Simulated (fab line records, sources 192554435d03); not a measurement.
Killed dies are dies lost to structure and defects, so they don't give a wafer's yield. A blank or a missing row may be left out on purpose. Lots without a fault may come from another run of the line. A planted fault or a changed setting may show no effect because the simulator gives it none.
fab line records | flow n5_finfet
record lots=10 wafers=28 last_day=17
route steps=1938 shown STI_FIN_REVEAL@200 BEOL_M4@1097 PASSIVATION@1936
lots that met no fault: from a run of the same line without faults
start_h: hours from the record's first day to the start of the lot's first wafer shown | wait_h: hours since the lot's step before | " the same as in the row above | L1.1+2: a row that stands for several wafers | - no value, or no start given | * or withheld: withheld | < > ~ a bound
route shown NAME@n: a module of which the file shows steps, and the number in the route of the first | usual: mean/standard deviation of fault-free wafers | same: alike in all rows | chamber/n: place in a boat | sites: the reading at each site | _std_site: their standard deviation | _edge_site: outer sites' mean less inner sites' | radius_mm: how far each site lies from the wafer's centre | mask NAME#n: copy n | behind: the tool/chamber that last shaped the wafer | hold: why the lot was held/for how many hours/how that ended | device: the transistor (n, p or np) that didn't switch | end of line: the same wafers' tests at the end of the route | a step without rows: its recipe alone | killed: dies lost to structure and defects at the first sort, not the wafer's yield | map: a wafer's dies, x killed, . not, _ none there
set.NAME: the setting as run; set.NAME@STEP: as run at that earlier step | model.NAME: the simulator's own value behind a step, which no gauge read
steps of the route over a sample of lots; a table a step, a row a wafer
services: from which hour (start_h, from the record's first day; less than 0 if before it) a tool's chamber was out of use, for how many hours, and why
## steps
# step N5_STI_FIN_REVEAL_OXIDATION_31
# recipe chemistry=O2_PLASMA_REMOTE temp_c=150 time_s=20 pressure_mtorr=1000 source_power_w=2000 o2_flow_sccm=3000
# usual chamber_pressure_mTorr=999.9/0.85 drypump_motor_current_A=5.67/0.052 heater_power_w=147/9.7
# columns lot.wafer tool chamber start_h wait_h chamber_pressure_mTorr drypump_motor_current_A heater_power_w rf_hours_counter_h
L230.1 plasma_asher-01 1 43.41 0.0 999.8 5.64 140 86
L230.3 " 1 " " 999.7 5.67 143 -
L230.5 " 0 " " 1000.8 5.61 136 -
L231.1 plasma_asher-01 1 49.77 0.0 999.7 5.63 142 88
L231.3 " 0 " " 1002.8 5.64 138 -
L231.5 " 1 " " 1000.0 5.61 138 -
L233.1 plasma_asher-01 0 60.60 0.0 1000.1 5.61 138 90
L233.6 " 0 " " 1000.3 5.61 138 -
L235.1 plasma_asher-01 0 73.36 0.0 999.8 5.61 139 92
L235.3 " 0 " " 999.7 5.62 135 -
L235.5 " 1 " " 1000.5 5.64 140 -
L238.2 plasma_asher-01 1 90.68 0.0 999.1 5.62 136 96
L238.4 " 1 " " 1000.1 5.64 141 -
L238.5 " 0 " " 1001.4 5.63 137 -
L239.2 plasma_asher-01 0 96.90 0.0 1001.5 5.59 135 96
L239.3 " 0 " " 998.9 5.63 134 -
L239.5 " 1 " " 1000.5 5.65 137 -
L240.3 plasma_asher-01 1 104.64 0.1 1000.3 5.64 136 -
L240.4 " 0 " " 1000.3 5.62 139 -
L240.6 " 0 " " 1002.2 5.64 136 -
L241.1 plasma_asher-01 0 109.37 0.0 1000.8 5.58 137 98
L241.3 " 1 " " 999.1 5.59 139 -
L241.4 " 0 " " 999.2 5.61 133 -
L242.1 plasma_asher-02 1 114.34 0.0 999.9 5.71 157 42
L242.3 " 0 " " 999.7 5.66 160 -
L242.6 " 0 " " 1000.4 5.73 161 -
L252.5 plasma_asher-02 0 177.86 0.1 998.9 5.74 154 -
L252.6 " 1 " " 998.8 5.74 161 -
# step N5_BEOL_M4_ANNEAL_93
# recipe temp_c=400 time_s=240 ambient=vacuum
# usual heater_power_w=855/130 susceptor_temp_C_max=401.0/0.42
# columns lot.wafer tool chamber start_h wait_h heater_power_w susceptor_temp_C_max
L231.1 pvd_sputter-03 - 167.61 0.0 826 400.8
L231.3 " - " " 693 401.4
L231.5 " - " " 680 400.7
L230.1 pvd_sputter-03 - 176.10 0.0 856 400.7
L230.3 " - " " 841 400.6
L230.5 " - " " 860 401.3
L233.1 pvd_sputter-01 - 198.72 0.0 831 400.3
L233.6 " - " " 781 401.3
L235.1 pvd_sputter-02 - 203.66 0.0 600 400.5
L235.3 " - " " 957 400.4
L235.5 " - " " 605 400.3
L239.2 pvd_sputter-03 - 229.08 0.0 833 400.8
L239.3 " - " " 1062 400.7
L239.5 " - " " 681 400.6
L238.2 pvd_sputter-01 - 229.37 0.0 826 401.0
L238.4 " - " " 830 400.6
L238.5 " - " " 791 400.7
L240.3 pvd_sputter-02 - 231.14 0.0 955 400.6
L240.4 " - " " 1050 401.2
L240.6 " - " " 1032 401.0
L241.1 pvd_sputter-02 - 236.47 0.0 958 400.5
L241.3 " - " " 1051 401.2
L241.4 " - " " 611 401.0
L242.1 pvd_sputter-01 - 246.02 0.0 942 401.1
L242.3 " - " " 807 401.5
L242.6 " - " " 926 401.5
L252.5 pvd_sputter-02 - 297.51 0.1 773 401.0
L252.6 " - " " 591 401.6
# step N5_BEOL_M4_SPUTTER_94
# recipe material=Cu target_thk_a=45 temp_c=-20 chamber_pressure_pa=0.07 power_w=withheld time_s=8.29
# usual chuck_sensor_temp_C=-15.9/0.5 throttle_valve_pct=30.6/1.3
# columns lot.wafer tool chamber start_h wait_h chuck_sensor_temp_C throttle_valve_pct
L231.1 pvd_sputter-03 - 167.75 0.1 -16.1 27.9
L231.3 " - " " -16.1 30.9
L231.5 " - " " -16.0 31.0
L230.1 pvd_sputter-03 - 176.24 0.1 -15.3 30.9
L230.3 " - " " -16.1 27.9
L230.5 " - " " -15.2 31.2
L233.1 pvd_sputter-01 - 198.86 0.1 -16.1 30.6
L233.6 " - " " -15.7 30.6
L235.1 pvd_sputter-02 - 203.80 0.1 -16.2 31.7
L235.3 " - " " -15.5 31.1
L235.5 " - " " -16.2 31.7
L239.2 pvd_sputter-03 - 229.22 0.1 -16.1 28.0
L239.3 " - " " -16.1 30.5
L239.5 " - " " -16.0 31.0
L238.2 pvd_sputter-01 - 229.51 0.1 -16.3 28.2
L238.4 " - " " -16.2 30.6
L238.5 " - " " -15.5 30.6
L240.3 pvd_sputter-02 - 231.28 0.1 -15.6 31.0
L240.4 " - " " -16.4 30.8
L240.6 " - " " -16.3 30.9
L241.1 pvd_sputter-02 - 236.61 0.1 -15.5 30.8
L241.3 " - " " -16.6 31.0
L241.4 " - " " -16.1 31.8
L242.1 pvd_sputter-01 - 246.16 0.1 -15.1 30.2
L242.3 " - " " -15.6 30.4
L242.6 " - " " -14.9 30.2
L252.5 pvd_sputter-02 - 297.62 0.0 -16.7 32.8
L252.6 " - " " -16.3 32.0
# step N5_BEOL_M4_CO_CAP_55
# recipe material=Co target_thk_a=20 temp_c=200 precursor=CCTBA/H2 pressure_torr=30 time_s=102.1
# usual heater_power_w=257/22
# columns lot.wafer tool chamber start_h wait_h heater_power_w since_wet_clean_h
L231.1 cvd_co-02 0 168.84 0.0 238 710
L231.3 " 2 " " 254 251
L231.5 " 2 " " 263 -
L230.1 cvd_co-02 2 177.32 0.0 259 259
L230.3 " 1 " " 270 1156
L230.5 " 2 " " 255 -
L233.1 cvd_co-02 2 199.96 0.0 259 282
L233.6 " 1 " " 264 -
L235.1 cvd_co-01 2 204.88 0.0 259 506
L235.3 " 1 " " 228 68
L235.5 " 0 " " 297 -
L239.2 cvd_co-01 1 230.30 0.0 231 94
L239.3 " 0 " " 300 990
L239.5 " 2 " " 255 -
L238.2 cvd_co-01 2 230.59 0.0 257 531
L238.4 " 1 " " 229 -
L238.5 " 2 " " 247 -
L240.3 cvd_co-02 1 232.36 0.0 260 1211
L240.4 " 0 " " 234 -
L240.6 " 2 " " 257 -
L241.1 cvd_co-02 2 237.80 0.0 258 320
L241.3 " 0 " " 231 779
L241.4 " 0 " " 232 -
L242.1 cvd_co-01 2 247.24 0.0 260 548
L242.3 " 1 " " 236 111
L242.6 " 1 " " 232 -
L252.5 cvd_co-01 1 298.70 0.0 226 -
L252.6 " 2 " " 261 -
# step N5_BEOL_M4_RC_MEAS_101
# usual DIBL_N=36.8/2.2 DIBL_P=37.0/2.8 IOFF_N=0.18/0.043 IOFF_P=0.23/0.05 ION_N=680/14 ION_P=466/9.1 REXT_P=101.0/1.9 SS_N=71.7/0.74 SS_P=73.5/0.79 VT_N=248/4 VT_N_LONG=274.8/1.7 VT_P=-249/4.1
# columns lot.wafer tool chamber start_h wait_h DIBL_N[mV/V] DIBL_P[mV/V] IOFF_N[nA/um] IOFF_P[nA/um] ION_N[uA/um] ION_P[uA/um] REXT_P[ohm.um] SS_N[mV/dec] SS_P[mV/dec] VT_N[mV] VT_N_LONG[mV] VT_P[mV]
L231.1 prober-01 0 169.07 0.0 39.6 41.3 0.29 0.36 715 484 98.1 72.7 74.8 238 270.2 -241
L231.3 " 0 " " 35.4 36.2 0.17 0.22 691 470 100.1 71.5 73.3 247 270.4 -246
L231.5 " 0 " " 37.8 39.6 0.23 0.32 696 480 98.2 72.1 74.0 243 270.9 -242
L230.1 prober-02 0 177.57 0.0 37.8 36.7 0.16 0.19 666 450 103.1 71.9 73.9 249 277.0 -254
L230.3 " 0 " " 34.9 33.9 0.13 0.17 677 462 101.9 69.7 73.0 252 276.2 -255
L230.5 " 0 " " 38.9 38.6 0.19 0.23 688 463 99.5 71.8 73.7 248 275.7 -251
L233.1 prober-01 0 200.37 0.2 36.6 39.3 0.18 0.20 682 455 101.4 71.6 73.9 246 275.5 -253
L233.6 " 0 " " 32.5 33.7 0.10 0.13 659 444 101.1 70.4 72.3 255 278.1 -259
L235.1 prober-02 0 205.15 0.0 38.0 36.7 0.21 0.23 690 468 98.4 71.7 73.6 246 276.7 -250
L235.3 " 0 " " 39.4 38.2 0.22 0.24 699 469 101.0 72.1 74.7 249 275.0 -248
L235.5 " 0 " " 34.8 32.6 0.13 0.16 684 462 99.9 71.1 72.6 253 275.6 -253
L239.2 prober-02 0 230.72 0.2 36.4 34.7 0.12 0.20 643 455 107.3 71.2 73.0 257 280.1 -249
L239.3 " 0 " " 38.5 38.5 0.19 0.28 681 477 100.4 71.6 73.3 246 276.1 -243
L239.5 " 0 " " 42.5 42.6 0.27 0.36 700 479 100.4 73.1 74.9 244 275.9 -242
L238.2 prober-01 0 230.98 0.2 32.9 31.9 0.11 0.17 652 457 107.7 70.8 72.6 255 279.2 -251
L238.4 " 0 " " 32.5 31.2 0.10 0.16 644 456 107.4 71.3 72.5 258 279.4 -253
L238.5 " 0 " " 35.3 35.5 0.14 0.24 662 462 102.8 71.9 73.0 253 273.7 -246
L240.3 prober-02 0 232.91 0.3 34.7 34.0 0.14 0.24 676 480 100.9 70.9 73.9 251 272.7 -245
L240.4 " 0 " " 37.8 35.9 0.18 0.27 672 473 105.7 71.7 73.5 247 281.2 -242
L240.6 " 0 " " 35.7 35.2 0.15 0.25 664 473 101.5 70.8 72.8 253 272.7 -245
L241.1 prober-01 0 238.03 0.0 32.3 29.8 0.11 0.15 662 452 110.8 70.6 71.2 256 280.7 -255
L241.3 " 0 " " 34.0 31.5 0.13 0.17 668 462 102.8 70.7 71.9 255 277.7 -251
L241.4 " 0 " " 33.0 29.2 0.11 0.14 659 459 107.2 70.2 71.3 258 279.4 -253
L242.1 prober-02 0 247.48 0.0 36.1 36.5 0.15 0.20 674 462 99.3 71.9 73.4 251 278.3 -251
L242.3 " 0 " " 35.9 35.4 0.16 0.20 684 460 101.1 71.3 73.3 248 277.2 -251
L242.6 " 0 " " 37.0 37.1 0.17 0.23 683 463 99.3 71.3 73.4 248 276.2 -248
L252.5 prober-02 0 299.52 0.6 36.7 37.9 0.20 0.26 686 474 102.3 72.2 73.6 243 272.2 -244
L252.6 " 0 " " 37.7 40.2 0.22 0.31 701 487 102.3 72.3 74.8 242 272.0 -241
# step N5_PASSIVATION_PROBE_49
# usual defect_limited_yield=91.4/1.5 killed_at_M0_to_M3=36/11 killed_at_M4_up=14/6 killed_at_contacts=11/6 killed_at_front_end=37/11 killed_at_other=4/3.4 killed_dies=102/18 killed_open=66/13 killed_short=34/7.8 sort_bin_4_leakage=0.00/0.017 sort_bin_5_function=5.0/0.97 sort_bin_6_memory=3.2/0.7 sort_bin_8_speed=0.0/0.38 sort_n_pass=1078/19 sort_yield_pct=91.3/1.6
# same gross_dies=1180 killed_at_back_side=0
# columns lot.wafer tool chamber start_h wait_h defect_limited_yield[%] killed_at_M0_to_M3 killed_at_M4_up killed_at_contacts killed_at_front_end killed_at_other killed_dies killed_open killed_short sort_bin_4_leakage[%] sort_bin_5_function[%] sort_bin_6_memory[%] sort_bin_8_speed[%] sort_n_pass sort_yield_pct[%]
L239.2 prober-01 - 332.22 0.1 88.1 76 12 9 44 0 141 94 47 0 7.5 4.4 0.1 1038 88.0
L240.4 prober-02 - 343.44 0.2 93.6 25 6 9 34 1 75 47 28 0 3.4 2.7 0 1105 93.6
# killed by level:class
L239.2 BEOL_M1:geometric_particle:open=18 BEOL_M2:geometric_particle:open=14 FIN_SAQP:geometric_particle:open=12 BEOL_M0_SAQP:geometric_particle:short=12 FIN_SAQP:geometric_particle:short=10 BEOL_M0_SAQP:geometric_particle:open=10 STI_FIN_REVEAL:geometric_particle:open=9 BEOL_M1:geometric_particle:short=8
L240.4 FIN_SAQP:geometric_particle:open=7 BEOL_M0_SAQP:geometric_particle:short=6 MOL_CONTACT_COAG:geometric_particle:open=5 BEOL_M2:geometric_particle:open=5 STI_FIN_REVEAL:geometric_particle:open=4 GATE_CUT:geometric_particle:short=4 GATE_CUT:geometric_particle:open=4 MOL_CONTACT_COAG:geometric_particle:short=4
## services
# columns tool chamber start_h hours kind
pvd_sputter-02 - 68.37 0.8 repair
cvd_co-02 - 72.64 6.9 pm
pvd_sputter-01 - 74.36 1.9 repair
pvd_sputter-02 - 103.35 1.5 repair
cvd_co-01 1 114.67 - clean
cvd_co-01 1 114.67 22.0 scheduled_down
cvd_co-01 1 114.67 22.0 vent_cycle
plasma_asher-02 - 126.47 15.6 pm
pvd_sputter-02 - 127.15 4.5 repair
cvd_co-02 - 135.85 3.5 repair
pvd_sputter-01 - 141.51 3.1 repair
pvd_sputter-01 - 151.78 1.0 repair
pvd_sputter-01 - 194.09 0.8 repair
plasma_asher-02 - 237.20 17.1 pm
plasma_asher-01 - 254.64 2.8 pm
cvd_co-02 - 263.98 14.6 pm
cvd_co-01 - 285.15 3.3 repair
## key
first_sign step=N5_BEOL_M4_RC_MEAS_101 reading=REXT_P direction=up sigmas=3.5 usual=101.0 struck=107.7
effect step=N5_BEOL_M4_RC_MEAS_101 reading=VT_N_LONG direction=up sigmas=3.1 usual=274.8 struck=280.0
effect step=N5_BEOL_M4_RC_MEAS_101 reading=VT_N direction=up sigmas=1.8 usual=248 struck=255
effect step=N5_BEOL_M4_RC_MEAS_101 reading=DIBL_P direction=down sigmas=1.8 usual=37.0 struck=32.1
effect step=N5_BEOL_M4_RC_MEAS_101 reading=ION_N direction=down sigmas=1.8 usual=680 struck=655 wafers_moved=4
effect step=N5_BEOL_M4_RC_MEAS_101 reading=SS_P direction=down sigmas=1.4 usual=73.5 struck=72.3
met_at N5_STI_FIN_REVEAL_OXIDATION_31
struck_lots L238,L239,L240,L241
struck_wafers L238.2,L238.4,L239.2,L240.4,L241.1,L241.4
not_acting_at N5_BEOL_M4_ANNEAL_93,N5_BEOL_M4_SPUTTER_94,N5_BEOL_M4_CO_CAP_55
onset_between 73.36 90.68
fault kind=process_parameter_drift tool=plasma_asher-01 chamber=- onset_h=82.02 steps=N5_STI_FIN_REVEAL_OXIDATION_31 channel=time_s offset=* shape=step end_h=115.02 scope=struck_wafers_only acts_in=* stated=*
